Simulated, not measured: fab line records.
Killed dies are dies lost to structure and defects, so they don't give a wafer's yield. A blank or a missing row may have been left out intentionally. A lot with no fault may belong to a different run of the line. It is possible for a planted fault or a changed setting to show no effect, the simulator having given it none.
fab line records	flow n5Finfet
record lots=7	wafers=21
route steps=1938 shown BEOL_M4@1048 BEOL_M6@1211 BEOL_M7@1266 BEOL_M8@1335 BEOL_M11@1554
startH: hours from the record's opening day to when the first of the lot's shown wafers began	waitH: hours from the lot's prior step to this one	" the same as in the row above	L1.1+2: a single row standing in for several wafers	- either no value or no given start	* or withheld: withheld	< > ~ a bound
route shown NAME@n: NAME is a module with steps in the file, n the number in the route of the first one	usual: average and standard deviation across the fault-free wafers	same: alike in all rows	chamber/n: place in a boat	sites: the reading at each site	_std_site: how widely they spread, as a standard deviation	_edge_site: mean of outer sites minus mean of inner sites	radiusMm: for every site, how far away it sits from the centre of the wafer	mask NAME#n: copy n	behind: the tool/chamber that last shaped the wafer	hold: cause of the lot's hold/its duration in hours/its outcome	device: names the non-switching transistor (n, p or np)	end of line: the route-end tests of the same wafers	a step given without rows: its recipe and nothing more	killed: dies lost to structure and defects at the first sort, not the wafer's yield	map: the dies of a wafer, with x for killed, . for not killed, _ for no die there
set.NAME: the run value of the setting; set.NAME@STEP: its run value at that earlier step	model.NAME: the simulator's own value behind a step, which no gauge read
lots whose settings were changed on purpose; a table a step, a row a wafer
## steps
# step N5_BEOL_M4_COAT_68
# recipe resist=SiARC	tempC=220	timeS=60	spinRpm=1500	resistThkNm=12
lot.wafer	tool	chamber	startH	waitH	set.spinRpm	model.SiARC_of_BEOL_M4_COAT_68.thkNm
L079.2+4+5	lithoTrack-03	0	-	-	1500	12
L081.3	lithoTrack-04	0	-	-	1500	12
L081.4+5	"	0	"	"	1618	11.6
L082.1	lithoTrack-01	0	-	-	1334	12.8
L082.4	"	0	"	"	1334	12.6
L082.5	"	0	"	"	1500	12
L083.1+3	lithoTrack-04	0	-	-	1500	12
L083.5	"	0	"	"	1635	11.4
L088.2	lithoTrack-03	0	-	-	1420	12.4
L088.3+6	"	0	"	"	1500	12
L089.4+5+6	lithoTrack-04	0	-	-	1500	12
L091.3+6	lithoTrack-04	0	-	-	1398	12.4
L091.4	"	0	"	"	1500	12
# step N5_BEOL_M4_COAT_76
# recipe resist=underlayer	tempC=205	timeS=60	spinRpm=1500	resistThkNm=5
# step N5_BEOL_M4_COAT_22
# recipe resist=CAR-EUV	spinRpm=1500	resistThkNm=30
# step N5_BEOL_M4_DESCUM_33
# recipe chemistry=O2	timeS=7	sourcePowerW=50	biasPowerW=20	pressureMtorr=20	rfFrequencyHz=2.712e+07	tempC=40	resist=CAR-EUV	o2FlowSccm=225
# step N5_BEOL_M4_ETCH_77
# recipe chemistry=N2/H2	target=underlayer	targetDepthA=65	maskMaterial=CAR-EUV	timeS=5.2	ionEnergyEv=200	pressureMtorr=30	sourceW=840	biasW=150	n2FlowSccm=200	h2FlowSccm=200	ends=cleared
# step N5_BEOL_M4_ETCH_69
# recipe chemistry=CF4	target=SiARC	targetDepthA=156	maskMaterial=CAR-EUV	timeS=26	ionEnergyEv=80	pressureMtorr=40	sourceW=545	biasW=36	Ar_flow_sccm=100	cf4FlowSccm=100	ends=cleared
lot.wafer	tool	chamber	startH	waitH	set.spinRpm@BEOL_M4_COAT_68	model.etch.depthNm	model.CAR-EUV_of_BEOL_M4_COAT_22.thkNm
L079.2	rieDiel-02	3	189.24	0.0	1500	11.96	11
L079.4	"	0	"	"	1500	11.98	11
L079.5	"	2	"	"	1500	11.99	11.2
L081.3	rieDiel-02	0	204.76	0.0	1500	11.99	11
L081.4	"	3	"	"	1618	11.55	11.4
L081.5	"	2	"	"	1618	11.54	11.6
L082.1	rieDiel-02	0	209.67	0.0	1334	12.72	10.4
L082.4	"	1	"	"	1334	12.7	10.6
L082.5	"	1	"	"	1500	11.94	11.2
L083.1	rieDiel-02	1	221.21	0.0	1500	12.03	11.2
L083.3	"	0	"	"	1500	12.02	11
L083.5	"	0	"	"	1635	11.5	11.6
L088.2	rieDiel-05	1	259.97	0.0	1420	12.35	10.8
L088.3	"	0	"	"	1500	11.98	11.2
L088.6	"	1	"	"	1500	12.03	11
L089.4	rieDiel-06	1	263.63	0.0	1500	11.99	11
L089.5	"	3	"	"	1500	12	11
L089.6	"	2	"	"	1500	11.97	11.2
L091.3	rieDiel-05	0	274.41	0.0	1398	12.43	11
L091.4	"	1	"	"	1500	12.03	11.2
L091.6	"	2	"	"	1398	12.41	11
# step N5_BEOL_M4_ALD_98
# recipe material=SiO2	targetThkA=25	tempC=100	aldPrecursorFamily=BDEAS	aldCoReactant=O2-plasma	pulseTimeS=1	coReactantPulseTimeS=1	purgeTimeS=2	coReactantPurgeTimeS=2	aldCycles=17	pressureTorr=2
# step N5_BEOL_M4_ETCHBACK_99
# recipe chemistry=CHF3	target=SiO2	targetDepthA=50	timeS=10.4	sourceW=215	biasW=47	Ar_flow_sccm=200	CHF3_flow_sccm=12	ionEnergyEv=100	pressureMtorr=30
lot.wafer	tool	chamber	startH	waitH	set.spinRpm@BEOL_M4_COAT_68	model.CAR-EUV_of_BEOL_M4_COAT_22.thkNm
L079.2+4	rieDiel-02	2,3	200.49	11.0	1500	10.4
L079.5	"	3	"	"	1500	10.6
L081.3	rieDiel-02	3	209.20	4.3	1500	10.4
L081.4	"	2	"	"	1618	10.6
L081.5	"	3	"	"	1618	10.8
L083.1+3	rieDiel-02	0,2	225.27	3.9	1500	10.4
L083.5	"	3	"	"	1635	10.8
L082.1	rieDiel-06	0	225.34	15.5	1334	9.8
L082.4	"	3	"	"	1334	10
L082.5	"	0	"	"	1500	10.6
L088.2	rieDiel-02	2	261.21	1.1	1420	10.2
L088.3	"	1	"	"	1500	10.6
L088.6	"	3	"	"	1500	10.4
L089.4	rieDiel-02	0	272.29	8.6	1500	10.2
L089.5+6	"	2,3	"	"	1500	10.4
L091.3	rieDiel-05	2	276.29	1.7	1398	10.2
L091.4	"	3	"	"	1500	10.4
L091.6	"	0	"	"	1398	10.4
# step N5_BEOL_M4_DEP_57
# recipe material=SiCN	targetThkA=80	tempC=withheld	precursor=3MS/NH3	pressureTorr=3	rfW=202	timeS=14
lot.wafer	tool	chamber	startH	waitH	set.timeS	model.SiCN_of_BEOL_M4_DEP_57.thkNm
L079.2	pecvd-03	1	205.56	0.0	14	8.2
L079.4	"	0	"	"	14	7.6
L079.5	"	0	"	"	14	7.8
L081.3	pecvd-04	1	213.52	0.0	15.75	8.6
L081.4	"	1	"	"	14	7.6
L081.5	"	0	"	"	15.75	9
L083.1	pecvd-04	1	229.48	0.0	16.1	8.8
L083.3	"	1	"	"	16.1	9
L083.5	"	0	"	"	14	8
L082.1	pecvd-01	1	231.92	0.0	14	7.8
L082.4	"	1	"	"	11.91	6.6
L082.5	"	0	"	"	11.91	7
L088.2+3	pecvd-04	2,0	265.25	0.0	14	8
L088.6	"	1	"	"	15.55	8.8
L089.4+5+6	pecvd-01	2,1,0	276.86	0.0	14	8.2
L091.3	pecvd-01	0	282.34	0.0	15.56	8.8
L091.4	"	0	"	"	14	8
L091.6	"	2	"	"	15.56	9
# step N5_BEOL_M6_ETCH_61
# recipe chemistry=CF4	target=SiARC	targetDepthA=455	maskMaterial=CAR-ArF	timeS=75.8	ionEnergyEv=80	pressureMtorr=40	sourceW=545	biasW=36	Ar_flow_sccm=100	cf4FlowSccm=100	ends=cleared
# usual rfVppV=184.4/1.2
lot.wafer	tool	chamber	startH	waitH	set.biasW	rfVppV
L079.2	rieDiel-06	0	226.25	0.0	36	184.2
L079.4	"	2	"	"	36	187.8
L079.5	"	0	"	"	36	184.0
L081.3	rieDiel-02	1	230.42	0.0	29.76	163.1
L081.4	"	3	"	"	36	183.7
L081.5	"	0	"	"	29.76	163.7
L083.1	rieDiel-02	0	247.54	0.0	36	183.9
L083.3	"	3	"	"	36	183.9
L083.5	"	3	"	"	36	184.2
L082.1	rieDiel-02	1	248.21	0.0	38.81	192.0
L082.4	"	2	"	"	38.81	194.2
L082.5	"	3	"	"	36	184.5
L088.2	rieDiel-06	1	280.84	0.0	36	184.4
L088.3	"	0	"	"	41.61	200.8
L088.6	"	3	"	"	36	182.0
L089.4	rieDiel-02	2	297.28	0.0	36	184.3
L089.5	"	0	"	"	41.17	201.5
L089.6	"	1	"	"	41.17	200.6
L091.3	rieDiel-05	1	299.22	0.0	33.63	174.8
L091.4	"	3	"	"	36	184.1
L091.6	"	2	"	"	36	185.7
# step N5_BEOL_M6_COAT_71
# recipe resist=underlayer	tempC=205	timeS=60	spinRpm=1500	resistThkNm=5
lot.wafer	tool	chamber	startH	waitH	set.spinRpm
L079.2+4+5	lithoTrack-01	0	-	-	1500
L081.3	lithoTrack-01	0	-	-	1500
L081.4+5	"	0	"	"	1397
L083.1	lithoTrack-01	0	-	-	1500
L083.3+5	"	0	"	"	1643
L082.1+5	lithoTrack-01	0	-	-	1500
L082.4	"	0	"	"	1588
L088.2	lithoTrack-01	0	-	-	1637
L088.3+6	"	0	"	"	1500
L089.4+5+6	lithoTrack-03	0	-	-	1500
L091.3+4+6	lithoTrack-01	0	-	-	1500
# step N5_BEOL_M6_COAT_22
# recipe resist=CAR-EUV	spinRpm=1500	resistThkNm=30
# step N5_BEOL_M6_EBR_24
# recipe solvent=PGMEA	ebrWidthMm=1.5
# step N5_BEOL_M6_DESCUM_33
# recipe chemistry=O2	timeS=7	sourcePowerW=50	biasPowerW=20	pressureMtorr=20	rfFrequencyHz=2.712e+07	tempC=40	resist=CAR-EUV	o2FlowSccm=225
# step N5_BEOL_M6_ETCH_72
# recipe chemistry=N2/H2	target=underlayer	targetDepthA=65	maskMaterial=CAR-EUV	timeS=5.2	ionEnergyEv=200	pressureMtorr=30	sourceW=840	biasW=150	n2FlowSccm=200	h2FlowSccm=200	ends=cleared
lot.wafer	tool	chamber	startH	waitH	set.spinRpm@BEOL_M6_COAT_71	model.etch.depthNm
L079.2+4	rieDiel-02	2,1	228.99	0.0	1500	5.01
L079.5	"	0	"	"	1500	4.997
L081.3	rieDiel-02	0	232.61	0.0	1500	4.977
L081.4	"	1	"	"	1397	5.152
L081.5	"	1	"	"	1397	5.15
L083.1	rieDiel-05	2	248.48	0.0	1500	4.995
L083.3	"	3	"	"	1643	4.774
L083.5	"	3	"	"	1643	4.775
L082.1	rieDiel-02	3	251.51	0.0	1500	4.997
L082.4	"	1	"	"	1588	4.853
L082.5	"	1	"	"	1500	4.986
L088.2	rieDiel-05	3	281.89	0.0	1637	4.809
L088.3	"	2	"	"	1500	5.01
L088.6	"	1	"	"	1500	5.004
L089.4	rieDiel-02	0	298.37	0.0	1500	4.988
L089.5	"	1	"	"	1500	4.995
L089.6	"	2	"	"	1500	5.002
L091.3	rieDiel-06	3	300.11	0.0	1500	5.006
L091.4	"	1	"	"	1500	5.005
L091.6	"	0	"	"	1500	5.01
# step N5_BEOL_M7_PECVD_70
# recipe material=SiO2	targetThkA=200	tempC=400	precursor=TEOS/O2	pressureTorr=5.5	rfW=450	teosFlowSccm=53.8	gas=O2	flowSccm=3000	timeS=22.7
lot.wafer	tool	chamber	startH	waitH	set.tempC	model.SiO2_of_BEOL_M7_PECVD_70.thkNm
L079.2+5	pecvd-02	1,0	233.72	0.0	400	19.8
L079.4	"	1	"	"	400	20
L081.3+5	pecvd-01	1,0	237.10	0.0	409	18.6
L081.4	"	2	"	"	400	20
L083.1	pecvd-01	0	254.43	0.0	404.9	19
L083.3	"	0	"	"	404.9	19.6
L083.5	"	0	"	"	400	20.4
L082.1	pecvd-02	2	255.56	0.0	400	20
L082.4+5	"	1,2	"	"	417	17.8
L088.2	pecvd-04	1	288.52	0.0	400	20.4
L088.3	"	0	"	"	400	19.8
L088.6	"	2	"	"	400	20.6
L089.4+6	pecvd-02	1,2	302.89	0.1	400	20.2
L089.5	"	0	"	"	416.7	17.8
L091.3+4	pecvd-04	2,0	303.98	0.1	400	20.2
L091.6	"	2	"	"	414.9	18.4
# step N5_BEOL_M8_PECVD_70
# recipe material=SiO2	targetThkA=200	tempC=400	precursor=TEOS/O2	pressureTorr=5.5	rfW=450	teosFlowSccm=53.8	gas=O2	flowSccm=3000	timeS=22.7
lot.wafer	tool	chamber	startH	waitH	set.tempC	model.SiO2_of_BEOL_M8_PECVD_70.thkNm
L079.2+4	pecvd-03	1,0	242.07	0.0	400	19.8
L079.5	"	1	"	"	400	20
L081.3	pecvd-03	1	246.11	0.0	411.2	18.8
L081.4	"	2	"	"	400	19.8
L081.5	"	1	"	"	400	20.4
L082.1	pecvd-03	2	263.77	0.0	400	19.8
L082.4	"	2	"	"	400	20.4
L082.5	"	1	"	"	400	20.2
L083.1+5	pecvd-04	2,0	264.25	0.0	400	20
L083.3	"	1	"	"	400	19.6
L088.2	pecvd-01	2	297.33	0.0	400	19.4
L088.3	"	1	"	"	400	20.2
L088.6	"	2	"	"	394	20.4
L089.4	pecvd-03	1	312.57	0.1	400	20.6
L089.5	"	2	"	"	400	20.8
L089.6	"	0	"	"	409.7	18.8
L091.3+4	pecvd-04	2,0	313.04	0.0	400	20
L091.6	"	2	"	"	406	19.6
# step N5_BEOL_M8_EXPOSE_08
# recipe maskId=M8	na=1.35	sourceShape=dipole	sigmaInner=0.817	sigmaOuter=0.97	polarization=te	doseMj=68.25
lot.wafer	tool	chamber	startH	waitH	mask	set.doseMj
L079.2+4+5	arfiScanner-01	0	243.77	-	M8#0	68.25
L081.3+4+5	arfiScanner-01	0	247.70	-	M8#0	68.25
L082.1	arfiScanner-02	0	265.03	-	M8#0	70.42
L082.4+5	"	0	"	"	M8#0	68.25
L083.1+5	arfiScanner-01	0	265.21	-	M8#0	72.97
L083.3	"	0	"	"	M8#0	68.25
L088.2+3+6	arfiScanner-01	0	298.83	-	M8#0	68.25
L089.4+6	arfiScanner-01	0	313.91	-	M8#0	68.25
L089.5	"	0	"	"	M8#0	66.68
L091.3+4	arfiScanner-02	0	314.60	-	M8#0	70.08
L091.6	"	0	"	"	M8#0	68.25
# step N5_BEOL_M8_PEB_09
# recipe pebTempC=withheld	pebTimeS=60	resist=CAR-ArF
# step N5_BEOL_M8_DEVELOP_10
# recipe developTimeS=30	developer=TMAH	resist=CAR-ArF	rinseLiquid=diw	dry=airSpin	devTempC=23
# step N5_BEOL_M8_HM_OPEN_17
# recipe chemistry=Cl2/BCl3	targetDepthA=200	overetchA=60	target=TiN	maskMaterial=SOC	ionEnergyEv=150	pressureMtorr=10	icpW=1000	biasW=126	Cl2_flow_sccm=53.25	bcl3FlowSccm=21.75	Ar_flow_sccm=25
# step N5_BEOL_M8_STRIP_19
# recipe chemistry=O2	powerW=400	tempC=40	pressureMtorr=30	rfFrequencyHz=6e+07	biasPowerW=0	overashFraction=0.2	o2FlowSccm=225
# step N5_BEOL_M8_CD_MEAS_18
# recipe pitchNm=80	targetCdNm=40
# usual cdNm=40.3/0.88
lot.wafer	tool	chamber	startH	waitH	set.doseMj@BEOL_M8_EXPOSE_08	cdNm
L079.2	cdSem-02	-	244.60	0.1	68.25	40.4
L079.4	"	-	"	"	68.25	40.8
L079.5	"	-	"	"	68.25	40.4
L081.3	cdSem-01	-	248.51	0.1	68.25	40.3
L081.4	"	-	"	"	68.25	41.6
L081.5	"	-	"	"	68.25	40.7
L082.1	cdSem-03	-	265.83	0.0	70.42	41.7
L082.4	"	-	"	"	68.25	41.6
L082.5	"	-	"	"	68.25	41.0
L083.1	cdSem-01	-	265.97	0.0	72.97	44.2
L083.3	"	-	"	"	68.25	39.8
L083.5	"	-	"	"	72.97	45.1
L088.2	cdSem-01	-	299.51	0.1	68.25	41.7
L088.3	"	-	"	"	68.25	41.6
L088.6	"	-	"	"	68.25	40.4
L089.4	cdSem-01	-	315.28	0.1	68.25	39.9
L089.5	"	-	"	"	66.68	38.6
L089.6	"	-	"	"	68.25	39.6
L091.3	cdSem-03	-	316.35	0.1	70.08	40.6
L091.4	"	-	"	"	70.08	42.3
L091.6	"	-	"	"	68.25	40.1
# step N5_BEOL_M8_COAT_63
# recipe resist=SOC	tempC=250	timeS=60	spinRpm=1500	resistThkNm=60
# step N5_BEOL_M8_COAT_64
# recipe resist=SiARC	tempC=220	timeS=60	spinRpm=1500	resistThkNm=12
# step N5_BEOL_M8_STRIP_80
# recipe chemistry=N2/H2	timeS=10	powerW=450	tempC=40	pressureMtorr=20	rfFrequencyHz=6e+07	biasPowerW=7	n2FlowSccm=200	h2FlowSccm=200
# step N5_BEOL_M8_HM_STRIP_39
# recipe chemistry=peroxideTinStrip	material=TiN	targetDepthA=250	tempC=50	timeS=158
lot.wafer	tool	chamber	startH	waitH	set.tempC@BEOL_M8_PECVD_70	model.SiO2_of_BEOL_M8_PECVD_70.thkNm
L079.2+4	wetBench-06	0,3	246.58	0.0	400	19.6
L079.5	"	4	"	"	400	20
L081.3	wetBench-03	2	249.43	0.0	411.2	18.6
L081.4	"	5	"	"	400	19.8
L081.5	"	0	"	"	400	20.2
L082.1	wetBench-04	6	266.72	0.0	400	19.6
L082.4	"	3	"	"	400	20.2
L082.5	"	0	"	"	400	20
L083.1+5	wetBench-04	1,4	267.12	0.0	400	19.8
L083.3	"	3	"	"	400	19.6
L088.2	wetBench-03	0	300.40	0.0	400	19.2
L088.3	"	2	"	"	400	20
L088.6	"	1	"	"	394	20.4
L091.3	wetBench-06	7	319.24	0.0	400	20
L091.4	"	3	"	"	400	19.8
L091.6	"	6	"	"	406	19.4
L089.4	wetBench-03	4	319.24	0.0	400	20.4
L089.5	"	2	"	"	400	20.6
L089.6	"	1	"	"	409.7	18.6
# step N5_BEOL_M8_SRD_40
# recipe timeS=30	tempC=23	rinseLiquid=diw	dry=ipaMarangoni
# step N5_BEOL_M8_PRECLEAN_42
# recipe chemistry=residueRemover	timeS=60	tempC=40
# step N5_BEOL_M8_SRD_43
# recipe timeS=30	tempC=23	rinseLiquid=diw	dry=ipaMarangoni
# step N5_BEOL_M8_CD_MEAS_35
# recipe targetCdNm=40	polarity=opening
# usual cdNm=40.3/0.89
lot.wafer	tool	chamber	startH	waitH	set.doseMj@BEOL_M8_EXPOSE_08	cdNm
L079.2	cdSem-01	-	246.71	0.0	68.25	40.5
L079.4	"	-	"	"	68.25	40.6
L079.5	"	-	"	"	68.25	40.4
L081.3	cdSem-02	-	249.55	0.0	68.25	40.3
L081.4	"	-	"	"	68.25	42.0
L081.5	"	-	"	"	68.25	40.8
L082.1	cdSem-03	-	266.84	0.0	70.42	42.1
L082.4	"	-	"	"	68.25	41.7
L082.5	"	-	"	"	68.25	41.2
L083.1	cdSem-01	-	267.24	0.0	72.97	44.2
L083.3	"	-	"	"	68.25	39.5
L083.5	"	-	"	"	72.97	45.4
L088.2	cdSem-02	-	300.53	0.0	68.25	41.8
L088.3	"	-	"	"	68.25	41.6
L088.6	"	-	"	"	68.25	41.1
L091.3	cdSem-03	-	319.36	0.0	70.08	40.2
L091.4	"	-	"	"	70.08	42.4
L091.6	"	-	"	"	68.25	39.5
L089.4	cdSem-02	-	319.37	0.0	68.25	40.0
L089.5	"	-	"	"	66.68	38.7
L089.6	"	-	"	"	68.25	39.7
# step N5_BEOL_M11_ETCH_62
# recipe chemistry=N2/H2	target=SOC	targetDepthA=1100	overetchA=220	maskMaterial=SiARC	tempC=40	timeS=165	ionEnergyEv=200	pressureMtorr=30	sourceW=840	biasW=150	n2FlowSccm=200	h2FlowSccm=200
lot.wafer	tool	chamber	startH	waitH	set.timeS	model.SiARC_of_BEOL_M11_COAT_60.thkNm
L079.2	rieDiel-03	1	267.67	0.0	165	23.4
L079.4	"	2	"	"	165	23.2
L079.5	"	3	"	"	165	23.6
L081.3+5	rieDiel-03	1,3	270.52	0.0	165	23.6
L081.4	"	2	"	"	130.5	24.6
L082.1+4	rieDiel-04	3	290.90	0.0	165	23.6
L082.5	"	1	"	"	165	23.2
L083.1+3+5	rieDiel-03	2,0,0	291.23	0.0	165	23.2
L088.2	rieDiel-03	3	324.19	0.0	165	23.4
L088.3	"	2	"	"	140.8	24.2
L088.6	"	0	"	"	165	23.2
L089.4+5	rieDiel-01	2	345.26	0.0	165	23.2
L089.6	"	3	"	"	165	23.8
L091.3	rieDiel-01	1	345.78	0.0	146.2	24
L091.4	"	2	"	"	165	23
L091.6	"	1	"	"	165	23.4
## key
split step=N5_BEOL_M4_COAT_68	setting=spinRpm	stated=1500	by=wafer
response step=N5_BEOL_M4_COAT_68	reading=model.SiARC_of_BEOL_M4_COAT_68.thkNm	change=-0.0622	per=1%	r=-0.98
response step=N5_BEOL_M4_ETCH_69	reading=model.etch.depthNm	change=-0.0624	per=1%	r=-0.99
response step=N5_BEOL_M4_ETCH_69	reading=model.CAR-EUV_of_BEOL_M4_COAT_22.thkNm	change=+0.0563	per=1%	r=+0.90
response step=N5_BEOL_M4_ETCHBACK_99	reading=model.CAR-EUV_of_BEOL_M4_COAT_22.thkNm	change=+0.047	per=1%	r=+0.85
split step=N5_BEOL_M4_DEP_57	setting=timeS	stated=14	by=wafer
response step=N5_BEOL_M4_DEP_57	reading=model.SiCN_of_BEOL_M4_DEP_57.thkNm	change=+0.0732	per=1%	r=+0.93
split step=N5_BEOL_M6_ETCH_61	setting=biasW	stated=36	by=wafer
response step=N5_BEOL_M6_ETCH_61	reading=rfVppV	change=+1.17	per=1%	r=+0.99
split step=N5_BEOL_M6_COAT_71	setting=spinRpm	stated=1500	by=wafer
response step=N5_BEOL_M6_ETCH_72	reading=model.etch.depthNm	change=-0.0231	per=1%	r=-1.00
split step=N5_BEOL_M7_PECVD_70	setting=tempC	stated=400	by=wafer
response step=N5_BEOL_M7_PECVD_70	reading=model.SiO2_of_BEOL_M7_PECVD_70.thkNm	change=-0.547	per=1%	r=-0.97
split step=N5_BEOL_M8_PECVD_70	setting=tempC	stated=400	by=wafer
response step=N5_BEOL_M8_PECVD_70	reading=model.SiO2_of_BEOL_M8_PECVD_70.thkNm	change=-0.535	per=1%	r=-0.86
response step=N5_BEOL_M8_HM_STRIP_39	reading=model.SiO2_of_BEOL_M8_PECVD_70.thkNm	change=-0.575	per=1%	r=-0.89
split step=N5_BEOL_M8_EXPOSE_08	setting=doseMj	stated=68.25	by=wafer
response step=N5_BEOL_M8_CD_MEAS_18	reading=cdNm	change=+0.588	per=1%	r=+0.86
response step=N5_BEOL_M8_CD_MEAS_35	reading=cdNm	change=+0.655	per=1%	r=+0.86
split step=N5_BEOL_M11_ETCH_62	setting=timeS	stated=165	by=wafer
response step=N5_BEOL_M11_ETCH_62	reading=model.SiARC_of_BEOL_M11_COAT_60.thkNm	change=-0.0553	per=1%	r=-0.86
